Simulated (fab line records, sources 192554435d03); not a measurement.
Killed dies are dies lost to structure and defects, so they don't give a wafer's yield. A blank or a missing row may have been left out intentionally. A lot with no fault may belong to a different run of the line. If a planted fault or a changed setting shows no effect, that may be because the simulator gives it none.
Check of tool commonality || flow n5 finfet || 10 lots, 30 wafers sampled

REASON IT WAS OPENED
At N5_SD_EPI_P_INSPECT_26 the reading raw defect count is flagged on 2 of 10 lots. Wafers without a fault read 178, standard deviation 36.
Rule: flag the lot when none of its wafers has a number, or when each of its wafers that has one lies beyond 4 standard deviations from that mean. As for the other lots, they are considered sound.

{"lot": "L411", "measured": "day 3 11:21", "on": "defect inspect-02", "raw defect count, wafer by wafer": "211 288 256", "flag": ""}
{"lot": "L412", "measured": "day 3 20:56", "on": "defect inspect-01", "raw defect count, wafer by wafer": "185 157 168", "flag": ""}
{"lot": "L415", "measured": "day 4 10:25", "on": "defect inspect-01", "raw defect count, wafer by wafer": "117 146 126", "flag": ""}
{"lot": "L416", "measured": "day 4 19:10", "on": "defect inspect-02", "raw defect count, wafer by wafer": "164 134 165", "flag": ""}
{"lot": "L418", "measured": "day 5 06:34", "on": "defect inspect-02", "raw defect count, wafer by wafer": "235 181 165", "flag": ""}
{"lot": "L420", "measured": "day 5 13:26", "on": "defect inspect-02", "raw defect count, wafer by wafer": "177 219 234", "flag": ""}
{"lot": "L421", "measured": "day 5 21:19", "on": "defect inspect-02", "raw defect count, wafer by wafer": "181 160 158", "flag": ""}
{"lot": "L431", "measured": "day 8 09:34", "on": "defect inspect-02", "raw defect count, wafer by wafer": "944 989 998", "flag": "FLAGGED"}
{"lot": "L432", "measured": "day 8 17:07", "on": "defect inspect-02", "raw defect count, wafer by wafer": "976 1061 964", "flag": "FLAGGED"}
{"lot": "L434", "measured": "day 9 04:58", "on": "defect inspect-01", "raw defect count, wafer by wafer": "178 204 233", "flag": ""}
The mean of the flagged lots' numbers is 989, +811 from the usual (+23 standard deviations).

WHICH TOOL RAN EACH LOT
Before the reading, the record contains 2 process steps out of a 1938-step route. Each cell gives the tool, then ch followed by the chambers the sampled wafers passed through, then the start.
{"lot": "L411", "flag": "", "N5_SD_EPI_P_ETCH_36": "rie diel-06 ch 0,2,3, day 3 07:38", "N5_SD_EPI_P_ETCH_37": "rie diel-06 ch 0,2,3, day 3 07:42"}
{"lot": "L412", "flag": "", "N5_SD_EPI_P_ETCH_36": "rie diel-04 ch 1,2, day 3 17:15", "N5_SD_EPI_P_ETCH_37": "rie diel-04 ch 1,2, day 3 17:19"}
{"lot": "L415", "flag": "", "N5_SD_EPI_P_ETCH_36": "rie diel-06 ch 0,1,3, day 4 06:43", "N5_SD_EPI_P_ETCH_37": "rie diel-06 ch 0,1,3, day 4 06:47"}
{"lot": "L416", "flag": "", "N5_SD_EPI_P_ETCH_36": "rie diel-03 ch 0,2,3, day 4 14:40", "N5_SD_EPI_P_ETCH_37": "rie diel-03 ch 0,2,3, day 4 14:51"}
{"lot": "L418", "flag": "", "N5_SD_EPI_P_ETCH_36": "rie diel-03 ch 0,1,3, day 5 02:02", "N5_SD_EPI_P_ETCH_37": "rie diel-03 ch 0,1,3, day 5 02:06"}
{"lot": "L420", "flag": "", "N5_SD_EPI_P_ETCH_36": "rie diel-03 ch 1,2,3, day 5 09:45", "N5_SD_EPI_P_ETCH_37": "rie diel-03 ch 1,2,3, day 5 09:49"}
{"lot": "L421", "flag": "", "N5_SD_EPI_P_ETCH_36": "rie diel-04 ch 0,2,3, day 5 17:37", "N5_SD_EPI_P_ETCH_37": "rie diel-04 ch 0,2,3, day 5 17:41"}
{"lot": "L431", "flag": "FLAGGED", "N5_SD_EPI_P_ETCH_36": "rie diel-03 ch 1,2,3, day 8 05:01", "N5_SD_EPI_P_ETCH_37": "rie diel-03 ch 1,2,3, day 8 05:05"}
{"lot": "L432", "flag": "FLAGGED", "N5_SD_EPI_P_ETCH_36": "rie diel-03 ch 0,2,3, day 8 13:26", "N5_SD_EPI_P_ETCH_37": "rie diel-03 ch 0,2,3, day 8 13:29"}
{"lot": "L434", "flag": "", "N5_SD_EPI_P_ETCH_36": "rie diel-06 ch 2,3, day 9 01:17", "N5_SD_EPI_P_ETCH_37": "rie diel-06 ch 2,3, day 9 01:20"}
What the steps here do:
- N5_SD_EPI_P_ETCH_36: etches SiARC in CF4, target depth 45.5 nm, time 75.8 s.
- N5_SD_EPI_P_ETCH_37: etches SOC in N2/H2, overetch 108 nm, time 486 s.
- N5_SD_EPI_P_INSPECT_26: inspects for defects (darkfield).

FLAGGED AGAINST TOTAL, ONE TOOL AT A TIME (gauges that did the reading follow at the end)
{"step": "N5_SD_EPI_P_ETCH_36", "tool": "rie diel-03", "lots run": 5, "flagged": 2, "share of the flagged lots": "all", "sound lots run after its first flagged lot": 0}
{"step": "N5_SD_EPI_P_ETCH_36", "tool": "rie diel-04", "lots run": 2, "flagged": 0, "share of the flagged lots": "none", "sound lots run after its first flagged lot": "-"}
{"step": "N5_SD_EPI_P_ETCH_36", "tool": "rie diel-06", "lots run": 3, "flagged": 0, "share of the flagged lots": "none", "sound lots run after its first flagged lot": "-"}
{"step": "N5_SD_EPI_P_ETCH_37", "tool": "rie diel-03", "lots run": 5, "flagged": 2, "share of the flagged lots": "all", "sound lots run after its first flagged lot": 0}
{"step": "N5_SD_EPI_P_ETCH_37", "tool": "rie diel-04", "lots run": 2, "flagged": 0, "share of the flagged lots": "none", "sound lots run after its first flagged lot": "-"}
{"step": "N5_SD_EPI_P_ETCH_37", "tool": "rie diel-06", "lots run": 3, "flagged": 0, "share of the flagged lots": "none", "sound lots run after its first flagged lot": "-"}
{"step": "N5_SD_EPI_P_INSPECT_26", "tool": "defect inspect-01", "lots run": 3, "flagged": 0, "share of the flagged lots": "none", "sound lots run after its first flagged lot": "-"}
{"step": "N5_SD_EPI_P_INSPECT_26", "tool": "defect inspect-02", "lots run": 7, "flagged": 2, "share of the flagged lots": "all", "sound lots run after its first flagged lot": 0}

WHAT THE TABLE PERMITS
rie diel-03 at N5_SD_EPI_P_ETCH_36, rie diel-03 at N5_SD_EPI_P_ETCH_37 and defect inspect-02 at N5_SD_EPI_P_INSPECT_26: these 3 rows of the table ran every flagged lot.
- rie diel-03 at N5_SD_EPI_P_ETCH_36 ran 5 lots, 2 of them flagged. Last sound lot L420 at day 5 09:45, first flagged lot L431 at day 8 05:01; a fault beginning in between fits.
- rie diel-03 at N5_SD_EPI_P_ETCH_37 ran 5 lots, 2 of them flagged. Last sound lot L420 at day 5 09:49, first flagged lot L431 at day 8 05:05; a fault beginning in between fits.
- defect inspect-02 at N5_SD_EPI_P_INSPECT_26 ran 7 lots, 2 of them flagged. Last sound lot L421 at day 5 21:19, first flagged lot L431 at day 8 09:34; a fault beginning in between fits.
Because each of these 2 tools fits a fault that began at some hour, counting lots does not separate them. More lots, or a look at what each step does to the wafer, might.

WHAT WAS PUT IN BY THE SIMULATOR
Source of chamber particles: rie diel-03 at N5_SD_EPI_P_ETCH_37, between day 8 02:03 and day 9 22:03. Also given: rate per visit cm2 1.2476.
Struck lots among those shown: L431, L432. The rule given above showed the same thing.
